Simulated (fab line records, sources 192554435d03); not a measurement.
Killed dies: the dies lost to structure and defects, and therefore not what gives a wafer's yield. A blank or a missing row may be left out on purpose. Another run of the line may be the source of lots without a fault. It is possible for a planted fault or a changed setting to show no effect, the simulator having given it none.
Struck lot and sound lot, side by side :: flow n5_finfet :: 15 out of 1938 route steps
Sound: these wafers, L730.1, L730.2, L730.4. Struck: wafer L738.3. (L738.4, L738.5 of the same lot were not struck and are left out.) The cause comes at the end.
For every step that has rows: the tool of each side, followed by ch and its chambers, followed by its first start. Under that, the readings that differ: sound wafers :: struck wafers :: difference of the means :: sigmas: that difference in standard deviations of wafers without a fault.
alike: same words and numbers on both sides, and readings whose means sit less than 2 such deviations apart. not compared: any withheld reading, any reading some wafer has no value for, any bound like >300 that may hide the same value, and any number with overlapping values for which the record gives no deviation.
A row with sigmas, a row that says differs or no value, or rows on one side alone: a step with any of these is where the two part. Numbers that have no deviation but don't overlap get no sigmas and don't part them. Lack of a reading on every wafer of one side parts them only where that side has two or more wafers.

first, 8 steps without rows for these wafers: N5_BEOL_M6_COAT_59 (time 60 s, resist thk 100 nm); N5_BEOL_M6_COAT_60 (time 60 s, resist thk 35 nm); N5_BEOL_M6_COAT_05 (resist thk 90 nm); N5_BEOL_M6_EBR_07; N5_BEOL_M6_SOFTBAKE_06 (time 60 s); N5_BEOL_M6_EXPOSE_08 (exposes mask M6); N5_BEOL_M6_PEB_09 (peb time 60 s); N5_BEOL_M6_DEVELOP_10 (develop time 30 s).
N5_BEOL_M6_CD_MEAS_11: target cd 38.5 nm.
  sound on cd_sem-03 ch 0, day 9 09:48; struck on cd_sem-02 ch 0, day 11 21:02
  alike: cd_nm
N5_BEOL_M6_OVL_MEAS_12:
  sound on overlay-01 ch 0, day 9 09:50; struck on overlay-02 ch 0, day 11 21:04
  alike: M6_OVL
N5_BEOL_M6_INSPECT_13: inspects for defects (brightfield).
  struck on defect_inspect-01, day 11 21:05; sound on defect_inspect-01, day 9 09:52
  alike: raw_defect_count
N5_BEOL_M6_DESCUM_16: chemistry O2, time 7.9 s.
  sound on rie_diel-06 ch 0,1,2, day 9 09:53; struck on rie_diel-05 ch 3, day 11 21:37
reading: oes_product_au (a.u.)
sound: 0.73 0.84 0.75
struck: 0.96
difference: +0.19
sigmas: +2

reading: rf_hours_counter_h (h)
sound: 162 73 163
struck: 7
difference: -126
sigmas: 
  alike: chamber_pressure_mTorr, drypump_motor_current_A, rf_fwd_power_W, rf_vpp_V, showerhead_plenum_p_Torr, throttle_valve_pct
N5_BEOL_M6_ETCH_61: etches SiARC in CF4, target depth 45.5 nm, time 75.8 s.
  sound on rie_diel-06 ch 0,1,2, day 9 09:56; struck on rie_diel-05 ch 3, day 11 21:40
reading: etch_rf_on_time_s (s)
sound: 76.7 75.6 75.6
struck: 51.6
difference: -24.4
sigmas: -27

reading: oes_product_au (a.u.)
sound: 0.62 0.72 0.65
struck: 1.03
difference: +0.37
sigmas: +6

reading: rf_hours_counter_h (h)
sound: 162 73 163
struck: 7
difference: -126
sigmas: 
  alike: chamber_pressure_mTorr, drypump_motor_current_A, rf_fwd_power_W, rf_vpp_V, showerhead_plenum_p_Torr, throttle_valve_pct
N5_BEOL_M6_ETCH_62: etches SOC in N2/H2, target depth 110 nm, overetch 22 nm, time 165 s.
  sound on rie_diel-06 ch 0,1,2, day 9 09:59; struck on rie_diel-05 ch 3, day 11 21:43
reading: oes_product_au (a.u.)
sound: 0.62 0.73 0.64
struck: 0.80
difference: +0.14
sigmas: +2

reading: rf_hours_counter_h (h)
sound: 162 73 163
struck: 7
difference: -126
sigmas: 
  alike: chamber_pressure_mTorr, drypump_motor_current_A, rf_fwd_power_W, rf_vpp_V, showerhead_plenum_p_Torr, throttle_valve_pct
then, 1 step without rows for these wafers: N5_PASSIVATION_PROBE_49.

## WHERE THEY PART
Earliest at N5_BEOL_M6_DESCUM_16; latest, in this record, at N5_BEOL_M6_ETCH_62.

WHY: whatever the simulator had introduced
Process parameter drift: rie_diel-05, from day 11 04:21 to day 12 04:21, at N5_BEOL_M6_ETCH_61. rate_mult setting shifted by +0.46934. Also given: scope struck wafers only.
